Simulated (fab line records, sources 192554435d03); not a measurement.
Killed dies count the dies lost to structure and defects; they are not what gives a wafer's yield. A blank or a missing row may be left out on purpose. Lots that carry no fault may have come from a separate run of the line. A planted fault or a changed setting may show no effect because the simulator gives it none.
The tool behind it: which one? || flow n5 finfet || Sampling: 11 lots, 33 wafers, 5 of 1938 route steps

## WHAT THE GAUGES SHOWED, per wafer
N5_WELL_APT_INSPECT_27: inspects for defects (macro). Usual: 2.2 for raw defect count, sd 1.5.
{"lot": "L518", "measured": "day 1 15:15", "on": "defect inspect-01", "raw defect count": "0 2 0", "flag": ""}
{"lot": "L522", "measured": "day 2 14:46", "on": "defect inspect-02", "raw defect count": "3 0 6", "flag": ""}
{"lot": "L523", "measured": "day 2 20:53", "on": "defect inspect-01", "raw defect count": "3 4 2", "flag": ""}
{"lot": "L526", "measured": "day 3 14:46", "on": "defect inspect-02", "raw defect count": "2 4 3", "flag": ""}
{"lot": "L534", "measured": "day 5 14:44", "on": "defect inspect-01", "raw defect count": "1 2 2", "flag": ""}
{"lot": "L535", "measured": "day 5 21:08", "on": "defect inspect-01", "raw defect count": "0 2 1", "flag": ""}
{"lot": "L537", "measured": "day 6 09:17", "on": "defect inspect-01", "raw defect count": "2 1 3", "flag": ""}
{"lot": "L538", "measured": "day 6 15:17", "on": "defect inspect-02", "raw defect count": "3 1 0", "flag": ""}
{"lot": "L539", "measured": "day 6 21:18", "on": "defect inspect-02", "raw defect count": "2 1 1", "flag": ""}
{"lot": "L540", "measured": "day 7 02:46", "on": "defect inspect-02", "raw defect count": "2 3 3", "flag": ""}
{"lot": "L541", "measured": "day 7 09:14", "on": "defect inspect-02", "raw defect count": "4 2 0", "flag": ""}

N5_FIN_SAQP_OVL_MEAS_17. Usual: for FIN_CORE_OVL the level is -0.1 nm and the standard deviation is 0.79.
{"lot": "L518", "measured": "day 1 22:10", "on": "overlay-01", "FIN_CORE_OVL (nm)": "-0.8 -2.1 -0.3", "flag": ""}
{"lot": "L522", "measured": "day 2 22:17", "on": "overlay-01", "FIN_CORE_OVL (nm)": "0.8 1.4 0.2", "flag": ""}
{"lot": "L523", "measured": "day 3 03:42", "on": "overlay-01", "FIN_CORE_OVL (nm)": "0.1 -0.4 -0.6", "flag": ""}
{"lot": "L526", "measured": "day 3 22:09", "on": "overlay-01", "FIN_CORE_OVL (nm)": "-0.5 -1.0 0.6", "flag": ""}
{"lot": "L534", "measured": "day 5 21:16", "on": "overlay-01", "FIN_CORE_OVL (nm)": "- - -", "flag": "OFF"}
{"lot": "L535", "measured": "day 6 04:07", "on": "overlay-01", "FIN_CORE_OVL (nm)": "- - -", "flag": "OFF"}
{"lot": "L537", "measured": "day 6 15:44", "on": "overlay-01", "FIN_CORE_OVL (nm)": "0.7 0.4 1.5", "flag": ""}
{"lot": "L538", "measured": "day 6 22:19", "on": "overlay-02", "FIN_CORE_OVL (nm)": "0.3 0.5 1.3", "flag": ""}
{"lot": "L539", "measured": "day 7 04:05", "on": "overlay-01", "FIN_CORE_OVL (nm)": "-0.7 0.0 -1.1", "flag": ""}
{"lot": "L540", "measured": "day 7 09:17", "on": "overlay-01", "FIN_CORE_OVL (nm)": "0.1 -0.3 0.2", "flag": ""}
{"lot": "L541", "measured": "day 7 15:58", "on": "overlay-01", "FIN_CORE_OVL (nm)": "-0.5 -0.1 0.0", "flag": ""}

## EACH LOT AND THE TOOL THAT RAN IT (in order: tool; ch and the chambers of the sampled wafers; start)
{"lot": "L518", "N5_PMOS_HMC_CHANNEL_EPI_DESCUM_14": "rie diel-01 ch 1,2,3, day 1 17:34", "N5_PMOS_HMC_CHANNEL_EPI_FIN_RECESS_16": "rie si-05 ch 0,2,3, day 1 18:13", "N5_PMOS_HMC_CHANNEL_EPI_EPI_26": "epi rpcvd-02 ch 0, day 1 20:16"}
{"lot": "L522", "N5_PMOS_HMC_CHANNEL_EPI_DESCUM_14": "rie diel-03 ch 0,2, day 2 17:10", "N5_PMOS_HMC_CHANNEL_EPI_FIN_RECESS_16": "rie si-04 ch 0,3, day 2 17:39", "N5_PMOS_HMC_CHANNEL_EPI_EPI_26": "epi rpcvd-03 ch 0, day 2 19:50"}
{"lot": "L523", "N5_PMOS_HMC_CHANNEL_EPI_DESCUM_14": "rie diel-01 ch 1,2,3, day 2 23:17", "N5_PMOS_HMC_CHANNEL_EPI_FIN_RECESS_16": "rie si-04 ch 1,2, day 2 23:44", "N5_PMOS_HMC_CHANNEL_EPI_EPI_26": "epi rpcvd-04 ch 0, day 3 02:02"}
{"lot": "L526", "N5_PMOS_HMC_CHANNEL_EPI_DESCUM_14": "rie diel-01 ch 0,2, day 3 17:35", "N5_PMOS_HMC_CHANNEL_EPI_FIN_RECESS_16": "rie si-04 ch 0,1,3, day 3 18:02", "N5_PMOS_HMC_CHANNEL_EPI_EPI_26": "epi rpcvd-04 ch 0, day 3 20:23"}
{"lot": "L534", "N5_PMOS_HMC_CHANNEL_EPI_DESCUM_14": "rie diel-03 ch 0,1, day 5 17:18", "N5_PMOS_HMC_CHANNEL_EPI_FIN_RECESS_16": "rie si-04 ch 0,2, day 5 17:45", "N5_PMOS_HMC_CHANNEL_EPI_EPI_26": "epi rpcvd-04 ch 0, day 5 19:46"}
{"lot": "L535", "N5_PMOS_HMC_CHANNEL_EPI_DESCUM_14": "rie diel-05 ch 2,3, day 5 23:13", "N5_PMOS_HMC_CHANNEL_EPI_FIN_RECESS_16": "rie si-05 ch 1,3, day 5 23:40", "N5_PMOS_HMC_CHANNEL_EPI_EPI_26": "epi rpcvd-02 ch 0, day 6 01:38"}
{"lot": "L537", "N5_PMOS_HMC_CHANNEL_EPI_DESCUM_14": "rie diel-05 ch 1,2,3, day 6 11:37", "N5_PMOS_HMC_CHANNEL_EPI_FIN_RECESS_16": "rie si-05 ch 0,1,3, day 6 12:04", "N5_PMOS_HMC_CHANNEL_EPI_EPI_26": "epi rpcvd-04 ch 0, day 6 14:05"}
{"lot": "L538", "N5_PMOS_HMC_CHANNEL_EPI_DESCUM_14": "rie diel-05 ch 0,1, day 6 17:50", "N5_PMOS_HMC_CHANNEL_EPI_FIN_RECESS_16": "rie si-05 ch 0,1,3, day 6 18:17", "N5_PMOS_HMC_CHANNEL_EPI_EPI_26": "epi rpcvd-03 ch 0, day 6 20:40"}
{"lot": "L539", "N5_PMOS_HMC_CHANNEL_EPI_DESCUM_14": "rie diel-05 ch 1,2, day 6 23:32", "N5_PMOS_HMC_CHANNEL_EPI_FIN_RECESS_16": "rie si-06 ch 0,3, day 6 23:59", "N5_PMOS_HMC_CHANNEL_EPI_EPI_26": "epi rpcvd-04 ch 0, day 7 02:22"}
{"lot": "L540", "N5_PMOS_HMC_CHANNEL_EPI_DESCUM_14": "rie diel-05 ch 2,3, day 7 05:02", "N5_PMOS_HMC_CHANNEL_EPI_FIN_RECESS_16": "rie si-05 ch 1,2,3, day 7 05:29", "N5_PMOS_HMC_CHANNEL_EPI_EPI_26": "epi rpcvd-04 ch 0, day 7 07:36"}
{"lot": "L541", "N5_PMOS_HMC_CHANNEL_EPI_DESCUM_14": "rie diel-03 ch 0,2,3, day 7 11:40", "N5_PMOS_HMC_CHANNEL_EPI_FIN_RECESS_16": "rie si-04 ch 1,2,3, day 7 12:07", "N5_PMOS_HMC_CHANNEL_EPI_EPI_26": "epi rpcvd-02 ch 0, day 7 14:07"}
- N5_PMOS_HMC_CHANNEL_EPI_DESCUM_14: chemistry O2, time 7.9 s.
- N5_PMOS_HMC_CHANNEL_EPI_FIN_RECESS_16: chemistry HBr/Cl2, target Si, target depth 54 nm, time 18 s.
- N5_PMOS_HMC_CHANNEL_EPI_EPI_26: deposits Si from SiH4/H2, target thk 3.8 nm, time 22.7 s.

## AS READ BY THE TOOLS THEMSELVES (means over the sampled wafers that have a number; for cases with no such wafer, the mark the record gives instead)
N5_PMOS_HMC_CHANNEL_EPI_DESCUM_14. Usual: drypump motor current A 5.8 A, standard deviation 0.47; oes product au 0.80 a.u., standard deviation 0.095; rf vpp V 243.2 V, standard deviation 1.1; showerhead plenum p Torr 2.10 Torr, standard deviation 0.055; throttle valve pct 20.36 %, standard deviation 0.19.
{"lot": "L518", "tool": "rie diel-01", "drypump motor current A (A)": 5.6, "oes product au (a.u.)": 0.69, "rf vpp V (V)": 243.0, "showerhead plenum p Torr (Torr)": 2.10, "throttle valve pct (%)": 20.53, "flag": ""}
{"lot": "L522", "tool": "rie diel-03", "drypump motor current A (A)": 6.0, "oes product au (a.u.)": 0.90, "rf vpp V (V)": 243.0, "showerhead plenum p Torr (Torr)": 2.12, "throttle valve pct (%)": 20.27, "flag": ""}
{"lot": "L523", "tool": "rie diel-01", "drypump motor current A (A)": 5.5, "oes product au (a.u.)": 0.79, "rf vpp V (V)": 243.4, "showerhead plenum p Torr (Torr)": 2.10, "throttle valve pct (%)": 20.44, "flag": ""}
{"lot": "L526", "tool": "rie diel-01", "drypump motor current A (A)": 5.4, "oes product au (a.u.)": 0.69, "rf vpp V (V)": 243.1, "showerhead plenum p Torr (Torr)": 2.06, "throttle valve pct (%)": 20.53, "flag": ""}
{"lot": "L534", "tool": "rie diel-03", "drypump motor current A (A)": 6.4, "oes product au (a.u.)": 0.80, "rf vpp V (V)": 243.1, "showerhead plenum p Torr (Torr)": 2.08, "throttle valve pct (%)": 20.29, "flag": ""}
{"lot": "L535", "tool": "rie diel-05", "drypump motor current A (A)": 5.3, "oes product au (a.u.)": 0.83, "rf vpp V (V)": 242.9, "showerhead plenum p Torr (Torr)": 2.08, "throttle valve pct (%)": 20.51, "flag": ""}
{"lot": "L537", "tool": "rie diel-05", "drypump motor current A (A)": 5.6, "oes product au (a.u.)": 0.76, "rf vpp V (V)": 244.4, "showerhead plenum p Torr (Torr)": 2.12, "throttle valve pct (%)": 20.49, "flag": ""}
{"lot": "L538", "tool": "rie diel-05", "drypump motor current A (A)": 5.6, "oes product au (a.u.)": 0.69, "rf vpp V (V)": 242.3, "showerhead plenum p Torr (Torr)": 2.11, "throttle valve pct (%)": 20.35, "flag": ""}
{"lot": "L539", "tool": "rie diel-05", "drypump motor current A (A)": 5.6, "oes product au (a.u.)": 0.74, "rf vpp V (V)": 243.5, "showerhead plenum p Torr (Torr)": 2.11, "throttle valve pct (%)": 20.33, "flag": ""}
{"lot": "L540", "tool": "rie diel-05", "drypump motor current A (A)": 5.3, "oes product au (a.u.)": 0.81, "rf vpp V (V)": 243.0, "showerhead plenum p Torr (Torr)": 2.08, "throttle valve pct (%)": 20.51, "flag": ""}
{"lot": "L541", "tool": "rie diel-03", "drypump motor current A (A)": 6.1, "oes product au (a.u.)": 0.85, "rf vpp V (V)": 244.1, "showerhead plenum p Torr (Torr)": 2.15, "throttle valve pct (%)": 20.30, "flag": ""}

N5_PMOS_HMC_CHANNEL_EPI_FIN_RECESS_16. Usual: HBr_flow_sccm 150.0 sccm, standard deviation 0.45; bias w 75.00 W, standard deviation 0.24; drypump motor current A 5.9 A, standard deviation 0.35; mfc cl2 sccm 80.00 sccm, standard deviation 0.23; oes product au 0.999 a.u., standard deviation 0.016; throttle valve pct 35.4 %, standard deviation 0.35.
{"lot": "L518", "tool": "rie si-05", "HBr_flow_sccm (sccm)": 150.4, "bias w (W)": 74.95, "drypump motor current A (A)": 5.8, "mfc cl2 sccm (sccm)": 79.95, "oes product au (a.u.)": 0.987, "throttle valve pct (%)": 35.7, "flag": ""}
{"lot": "L522", "tool": "rie si-04", "HBr_flow_sccm (sccm)": 150.1, "bias w (W)": 74.81, "drypump motor current A (A)": 5.6, "mfc cl2 sccm (sccm)": 80.14, "oes product au (a.u.)": 0.997, "throttle valve pct (%)": 35.6, "flag": ""}
{"lot": "L523", "tool": "rie si-04", "HBr_flow_sccm (sccm)": 150.2, "bias w (W)": 75.30, "drypump motor current A (A)": 5.9, "mfc cl2 sccm (sccm)": 80.05, "oes product au (a.u.)": 0.994, "throttle valve pct (%)": 35.1, "flag": ""}
{"lot": "L526", "tool": "rie si-04", "HBr_flow_sccm (sccm)": 150.0, "bias w (W)": 74.88, "drypump motor current A (A)": 5.7, "mfc cl2 sccm (sccm)": 80.25, "oes product au (a.u.)": 1.010, "throttle valve pct (%)": 35.3, "flag": ""}
{"lot": "L534", "tool": "rie si-04", "HBr_flow_sccm (sccm)": "-", "bias w (W)": "-", "drypump motor current A (A)": "-", "mfc cl2 sccm (sccm)": "-", "oes product au (a.u.)": "-", "throttle valve pct (%)": "-", "flag": "OFF"}
{"lot": "L535", "tool": "rie si-05", "HBr_flow_sccm (sccm)": "-", "bias w (W)": "-", "drypump motor current A (A)": "-", "mfc cl2 sccm (sccm)": "-", "oes product au (a.u.)": "-", "throttle valve pct (%)": "-", "flag": "OFF"}
{"lot": "L537", "tool": "rie si-05", "HBr_flow_sccm (sccm)": 150.2, "bias w (W)": 74.93, "drypump motor current A (A)": 5.8, "mfc cl2 sccm (sccm)": 79.90, "oes product au (a.u.)": 0.986, "throttle valve pct (%)": 35.7, "flag": ""}
{"lot": "L538", "tool": "rie si-05", "HBr_flow_sccm (sccm)": 150.1, "bias w (W)": 75.01, "drypump motor current A (A)": 5.7, "mfc cl2 sccm (sccm)": 80.07, "oes product au (a.u.)": 0.983, "throttle valve pct (%)": 35.7, "flag": ""}
{"lot": "L539", "tool": "rie si-06", "HBr_flow_sccm (sccm)": 150.2, "bias w (W)": 75.20, "drypump motor current A (A)": 5.6, "mfc cl2 sccm (sccm)": 80.20, "oes product au (a.u.)": 1.025, "throttle valve pct (%)": 35.4, "flag": ""}
{"lot": "L540", "tool": "rie si-05", "HBr_flow_sccm (sccm)": 149.9, "bias w (W)": 75.02, "drypump motor current A (A)": 6.1, "mfc cl2 sccm (sccm)": 79.91, "oes product au (a.u.)": 0.993, "throttle valve pct (%)": 35.7, "flag": ""}
{"lot": "L541", "tool": "rie si-04", "HBr_flow_sccm (sccm)": 150.2, "bias w (W)": 75.06, "drypump motor current A (A)": 5.8, "mfc cl2 sccm (sccm)": 80.11, "oes product au (a.u.)": 1.002, "throttle valve pct (%)": 35.1, "flag": ""}

N5_PMOS_HMC_CHANNEL_EPI_EPI_26. Usual: 11.8 % for throttle valve pct, sd 0.38.
{"lot": "L518", "tool": "epi rpcvd-02", "throttle valve pct (%)": 12.3, "flag": ""}
{"lot": "L522", "tool": "epi rpcvd-03", "throttle valve pct (%)": 11.7, "flag": ""}
{"lot": "L523", "tool": "epi rpcvd-04", "throttle valve pct (%)": 11.5, "flag": ""}
{"lot": "L526", "tool": "epi rpcvd-04", "throttle valve pct (%)": 11.5, "flag": ""}
{"lot": "L534", "tool": "epi rpcvd-04", "throttle valve pct (%)": 11.5, "flag": ""}
{"lot": "L535", "tool": "epi rpcvd-02", "throttle valve pct (%)": 12.3, "flag": ""}
{"lot": "L537", "tool": "epi rpcvd-04", "throttle valve pct (%)": 11.6, "flag": ""}
{"lot": "L538", "tool": "epi rpcvd-03", "throttle valve pct (%)": 11.6, "flag": ""}
{"lot": "L539", "tool": "epi rpcvd-04", "throttle valve pct (%)": 11.5, "flag": ""}
{"lot": "L540", "tool": "epi rpcvd-04", "throttle valve pct (%)": 11.4, "flag": ""}
{"lot": "L541", "tool": "epi rpcvd-02", "throttle valve pct (%)": 12.3, "flag": ""}

## THE ANSWER, worked out from the rows above alone
Rule: a lot counts as off when the mean over its wafers that have a number is more than 3 standard deviations away from the usual mean. A lot without any number at a reading at which 4 lots or more have one is off too. All remaining lots with rows at the step are treated as sound. Order of review: gauges by route order, followed by the tools' own readings, for which a lot's mean as printed above is used. The first step at which some lot is off is used, and at that step the reading that is off furthest; a lot without a number counts as furthest.
Off: L534, L535, seen at N5_FIN_SAQP_OVL_MEAS_17 (FIN_CORE_OVL). Without a number there: L534, L535.
A tool fits if, at a process step before that reading, it ran every lot that is off, and no sound lot after the first of them. The gauges at N5_FIN_SAQP_OVL_MEAS_17 aren't tried: what is off there is off at N5_PMOS_HMC_CHANNEL_EPI_FIN_RECESS_16 too, on other tools, and a gauge's error can't cause that. Of those tried, none fits.

## WHAT THE SIMULATOR HAD INSERTED
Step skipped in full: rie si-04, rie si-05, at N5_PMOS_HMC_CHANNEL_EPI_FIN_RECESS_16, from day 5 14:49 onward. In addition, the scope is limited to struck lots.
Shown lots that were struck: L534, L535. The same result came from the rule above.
